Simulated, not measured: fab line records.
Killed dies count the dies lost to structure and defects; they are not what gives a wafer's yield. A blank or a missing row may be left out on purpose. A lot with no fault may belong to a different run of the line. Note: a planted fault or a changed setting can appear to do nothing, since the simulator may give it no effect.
The tool behind it: which one? -- flow n5-finfet -- Sampling: 8 lots, 24 wafers, 6 of 1938 route steps

## WHAT THE GAUGES SHOWED, per wafer
N5_BEOL_M0_CUTY_INSPECT_59: inspects for defects (macro). Usual: raw-defect-count 1.7, standard deviation 1.3.
lot,measured,on,raw-defect-count,flag
L731,day 6 13:28,defect-inspect-01,3 2 5,
L732,day 6 20:11,defect-inspect-01,0 0 2,
L739,day 8 12:54,defect-inspect-01,4 36 3,OFF
L740,day 8 17:24,defect-inspect-01,5 1 38,OFF
L742,day 9 03:50,defect-inspect-01,2 3 1,
L743,day 9 12:39,defect-inspect-02,2 0 3,
L745,day 9 21:58,defect-inspect-02,1 1 2,
L748,day 10 17:16,defect-inspect-02,3 1 3,

N5_BEOL_M4_RC_MEAS_101. Usual: DIBL_N 36.5 mV/V, standard deviation 1.4; DIBL_P 36.6 mV/V, standard deviation 1.6; IOFF_N 0.160 nA/um, standard deviation 0.024; IOFF_P 0.217 nA/um, standard deviation 0.029; ION_N 674 uA/um, standard deviation 8.7; ION_P 464 uA/um, standard deviation 6.5; SS_N 71.6 mV/dec, standard deviation 0.47; SS_P 73.4 mV/dec, standard deviation 0.57; VT_N 250.0 mV, standard deviation 2.5; VT_P -250 mV, standard deviation 3.1.
lot,measured,on,DIBL_N (mV/V),DIBL_P (mV/V),IOFF_N (nA/um),IOFF_P (nA/um),ION_N (uA/um),ION_P (uA/um),SS_N (mV/dec),SS_P (mV/dec),VT_N (mV),VT_P (mV),flag
L731,day 9 01:41,prober-02,34.9 33.5 35.1,35.5 33.6 36.0,0.155 0.128 0.159,0.228 0.191 0.224,680 667 687,471 466 471,71.6 71.3 72.0,73.5 72.9 73.1,249.3 252.2 249.7,-249 -252 -247,
L732,day 9 03:20,prober-01,37.1 36.6 36.3,37.2 36.7 36.3,0.180 0.178 0.169,0.253 0.256 0.241,687 675 684,474 468 475,71.6 71.7 71.6,73.5 72.6 73.6,247.7 247.2 244.9,-247 -246 -245,
L739,day 11 02:08,prober-02,39.2 40.3 38.9,39.4 40.9 39.0,0.188 0.209 0.170,0.213 0.247 0.197,679 668 674,461 456 455,72.3 72.9 72.2,74.0 75.4 74.6,248.0 247.4 250.9,-251 -249 -254,
L740,day 11 04:09,prober-01,35.7 37.9 36.0,35.4 37.3 35.4,0.134 0.174 0.140,0.212 0.239 0.210,666 681 675,469 465 468,70.7 72.1 71.0,72.5 73.1 72.9,251.2 249.5 249.9,-249 -246 -249,
L742,day 11 20:25,prober-02,36.8 36.1 36.4,37.4 36.8 36.4,0.157 0.154 0.155,0.227 0.219 0.219,668 678 678,458 468 469,72.0 71.6 70.4,74.0 73.4 73.7,251.6 250.2 251.5,-247 -249 -249,
L743,day 11 23:23,prober-01,39.6 37.6 34.9,40.9 37.6 34.8,0.225 0.175 0.131,0.299 0.239 0.190,692 680 664,480 467 463,72.1 71.7 70.7,74.3 73.3 73.4,245.3 248.3 250.8,-246 -248 -249,
L745,day 12 06:28,prober-02,35.3 36.1 35.7,34.2 35.6 35.5,0.112 0.127 0.127,0.167 0.185 0.185,653 663 666,454 462 462,71.0 71.2 71.4,72.3 73.1 73.3,253.4 254.9 253.7,-255 -252 -252,
L748,day 13 06:30,prober-01,36.0 35.5 34.7,36.0 34.9 33.0,0.152 0.131 0.125,0.212 0.190 0.175,674 667 667,466 456 465,71.5 71.3 71.0,72.5 72.5 72.0,253.1 253.4 252.4,-250 -251 -250,

## WHAT TOOL EACH LOT RAN ON (gives the tool, then ch and the chambers of the sampled wafers, and finally the start)
lot,N5_BEOL_M0_SAQP_SPACER2_ETCHBACK_27,N5_BEOL_M0_SAQP_CUT_ETCH_46,N5_BEOL_M0_SAQP_ETCH_49,N5_BEOL_M0_STRIP_104
L731,"rie-diel-03 ch 0,1,2, day 6 11:27","rie-diel-03 ch 0,2, day 6 12:18","rie-diel-04 ch 0,1,3, day 6 13:02","rie-diel-02 ch 0,2,3, day 6 14:34"
L732,"rie-diel-03 ch 1,2,3, day 6 18:06","rie-diel-03 ch 0,2,3, day 6 19:01","rie-diel-05 ch 0,2,3, day 6 19:46","rie-diel-06 ch 0,1,3, day 6 21:04"
L739,"rie-diel-03 ch 0,1,3, day 8 10:41","rie-diel-03 ch 1,2, day 8 11:38","rie-diel-04 ch 1,2,3, day 8 12:22","rie-diel-01 ch 1,2,3, day 8 14:44"
L740,"rie-diel-03 ch 0,1,3, day 8 15:25","rie-diel-03 ch 0,2,3, day 8 16:07","rie-diel-05 ch 0,2, day 8 16:51","rie-diel-06 ch 0,2,3, day 8 20:55"
L742,"rie-diel-04 ch 0,1,2, day 9 01:23","rie-diel-03 ch 1,2,3, day 9 02:05","rie-diel-03 ch 1,2, day 9 03:25","rie-diel-01 ch 1,3, day 9 06:06"
L743,"rie-diel-04 ch 0,1,3, day 9 10:34","rie-diel-03 ch 1,2,3, day 9 11:25","rie-diel-05 ch 0,2,3, day 9 12:14","rie-diel-06 ch 0,2,3, day 9 14:40"
L745,"rie-diel-05 ch 0,2,3, day 9 19:50","rie-diel-03 ch 0,1,2, day 9 20:41","rie-diel-03 ch 2,3, day 9 21:25","rie-diel-01 ch 0,3, day 9 22:45"
L748,"rie-diel-05 ch 0,1,3, day 10 15:15","rie-diel-05 ch 0,1,3, day 10 15:58","rie-diel-05 ch 0,2,3, day 10 16:43","rie-diel-06 ch 0,2,3, day 10 18:18"
- N5_BEOL_M0_SAQP_SPACER2_ETCHBACK_27: etches SiO2 in CHF3/O2, target depth 22.5 nm, time 11.25 s.
- N5_BEOL_M0_SAQP_CUT_ETCH_46: etches SOC in N2/H2, target depth 135 nm, overetch 27 nm, time 202.5 s.
- N5_BEOL_M0_SAQP_ETCH_49: etches SiO2 in CF4/O2, target depth 37 nm.
- N5_BEOL_M0_STRIP_104: strips in N2/H2.

## AS READ BY THE TOOLS THEMSELVES (means over the sampled wafers that have a number; for cases with no such wafer, the mark the record gives instead)
N5_BEOL_M0_SAQP_SPACER2_ETCHBACK_27. Usual: drypump-motor-current-A 5.7 A, standard deviation 0.46; oes_f_703_au 0.80 a.u., standard deviation 0.079; oes-product-au 0.80 a.u., standard deviation 0.083; rf-vpp-V 520 V, standard deviation 5.5; showerhead-plenum-p-Torr 2.42 Torr, standard deviation 0.09; throttle-valve-pct 18.90 %, standard deviation 0.16.
lot,tool,drypump-motor-current-A (A),oes_f_703_au (a.u.),oes-product-au (a.u.),rf-vpp-V (V),showerhead-plenum-p-Torr (Torr),throttle-valve-pct (%),flag
L731,rie-diel-03,5.9,0.79,0.79,521,2.39,18.86,
L732,rie-diel-03,6.1,0.86,0.87,520,2.44,18.84,
L739,rie-diel-03,5.8,0.81,0.81,520,2.43,18.99,
L740,rie-diel-03,5.8,0.80,0.81,520,2.43,19.00,
L742,rie-diel-04,5.5,0.77,0.77,518,2.41,18.91,
L743,rie-diel-04,5.9,0.78,0.77,515,2.35,18.96,
L745,rie-diel-05,5.7,0.80,0.80,523,2.42,18.91,
L748,rie-diel-05,5.6,0.79,0.80,521,2.42,18.90,

N5_BEOL_M0_SAQP_CUT_ETCH_46. Usual: drypump-motor-current-A 5.8 A, standard deviation 0.42; n2-flow-sccm 200.0 sccm, standard deviation 0.57; rf-vpp-V 524.7 V, standard deviation 2.9; showerhead-plenum-p-Torr 2.57 Torr, standard deviation 0.1; throttle-valve-pct 17.81 %, standard deviation 0.18.
lot,tool,drypump-motor-current-A (A),n2-flow-sccm (sccm),rf-vpp-V (V),showerhead-plenum-p-Torr (Torr),throttle-valve-pct (%),flag
L731,rie-diel-03,5.9,200.1,524.5,2.57,17.64,
L732,rie-diel-03,5.9,199.9,526.9,2.62,17.78,
L739,rie-diel-03,6.1,200.1,521.6,2.47,17.71,
L740,rie-diel-03,5.9,199.8,526.0,2.61,17.80,
L742,rie-diel-03,6.1,199.9,524.9,2.57,17.76,
L743,rie-diel-03,6.1,200.0,524.4,2.56,17.78,
L745,rie-diel-03,5.9,200.3,522.9,2.51,17.77,
L748,rie-diel-05,5.7,200.0,523.6,2.56,17.84,

N5_BEOL_M0_SAQP_ETCH_49. Usual: drypump-motor-current-A 5.7 A, standard deviation 0.47; oes_f_703_au 0.81 a.u., standard deviation 0.074; oes-product-au 0.81 a.u., standard deviation 0.073; rf-vpp-V 239.3 V, standard deviation 2.5; showerhead-plenum-p-Torr 2.23 Torr, standard deviation 0.081; throttle-valve-pct 15.81 %, standard deviation 0.15.
lot,tool,drypump-motor-current-A (A),oes_f_703_au (a.u.),oes-product-au (a.u.),rf-vpp-V (V),showerhead-plenum-p-Torr (Torr),throttle-valve-pct (%),flag
L731,rie-diel-04,5.9,0.80,0.79,236.3,2.16,15.89,
L732,rie-diel-05,5.7,0.82,0.82,240.5,2.22,15.82,
L739,rie-diel-04,5.4,0.79,0.78,237.4,2.18,15.88,
L740,rie-diel-05,5.7,0.86,0.86,240.7,2.26,15.78,
L742,rie-diel-03,6.1,0.80,0.80,238.1,2.19,15.73,
L743,rie-diel-05,5.7,0.79,0.80,241.1,2.21,15.85,
L745,rie-diel-03,6.1,0.85,0.86,239.7,2.27,15.76,
L748,rie-diel-05,5.7,0.79,0.79,240.9,2.21,15.87,

N5_BEOL_M0_STRIP_104. Usual: bias-power-w 6.998 W, standard deviation 0.023; drypump-motor-current-A 5.7 A, standard deviation 0.47; n2-flow-sccm 200.0 sccm, standard deviation 0.56; oes-product-au 0.80 a.u., standard deviation 0.085; rf-vpp-V 59.1 V, standard deviation 1.7; showerhead-plenum-p-Torr 2.55 Torr, standard deviation 0.087; throttle-valve-pct 23.7 %, standard deviation 0.35.
lot,tool,bias-power-w (W),drypump-motor-current-A (A),n2-flow-sccm (sccm),oes-product-au (a.u.),rf-vpp-V (V),showerhead-plenum-p-Torr (Torr),throttle-valve-pct (%),flag
L731,rie-diel-02,7.003,5.8,200.1,0.75,58.2,2.50,23.5,
L732,rie-diel-06,7.005,5.7,199.8,0.88,58.4,2.51,23.7,
L739,rie-diel-01,7.005,5.6,199.6,0.77,58.6,2.65,23.7,
L740,rie-diel-06,6.994,5.9,199.9,0.81,60.4,2.56,23.9,
L742,rie-diel-01,7.006,6.0,200.1,0.78,59.9,2.66,23.6,
L743,rie-diel-06,7.018,5.9,200.4,0.80,58.8,2.55,24.0,
L745,rie-diel-01,7.023,6.0,199.6,0.75,58.3,2.57,23.8,
L748,rie-diel-06,7.007,5.9,200.5,0.79,60.0,2.55,23.9,

## THE ANSWER, worked out from the rows above alone
Rule: take the mean of a lot's wafers that have a number; if it is more than 3 standard deviations from the usual mean, the lot is off. A lot without any number at a reading at which 4 lots or more have one is off too. The other lots that the step has rows for count as sound. Order of review: gauges by route order, followed by the tools' own readings, for which a lot's mean as printed above is used. At the first step where some lot is off, the reading lying furthest off is the one used; lots without a number count as furthest.
Off: L739, L740 (N5_BEOL_M0_CUTY_INSPECT_59, raw-defect-count).
A tool fits if, at a process step before that reading, it ran every lot that is off, and no sound lot after the first of them. The gauges at N5_BEOL_M0_CUTY_INSPECT_59 are tried like those tools. One fits: rie-diel-03 at N5_BEOL_M0_SAQP_SPACER2_ETCHBACK_27. Its last sound lot is L732 (day 6 18:06), its first lot that is off L739 (day 8 10:41): a fault that began between those two fits.

## WHAT THE SIMULATOR HAD INSERTED
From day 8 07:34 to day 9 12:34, rie-diel-03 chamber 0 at N5_BEOL_M0_SAQP_SPACER2_ETCHBACK_27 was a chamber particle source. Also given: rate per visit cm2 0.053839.
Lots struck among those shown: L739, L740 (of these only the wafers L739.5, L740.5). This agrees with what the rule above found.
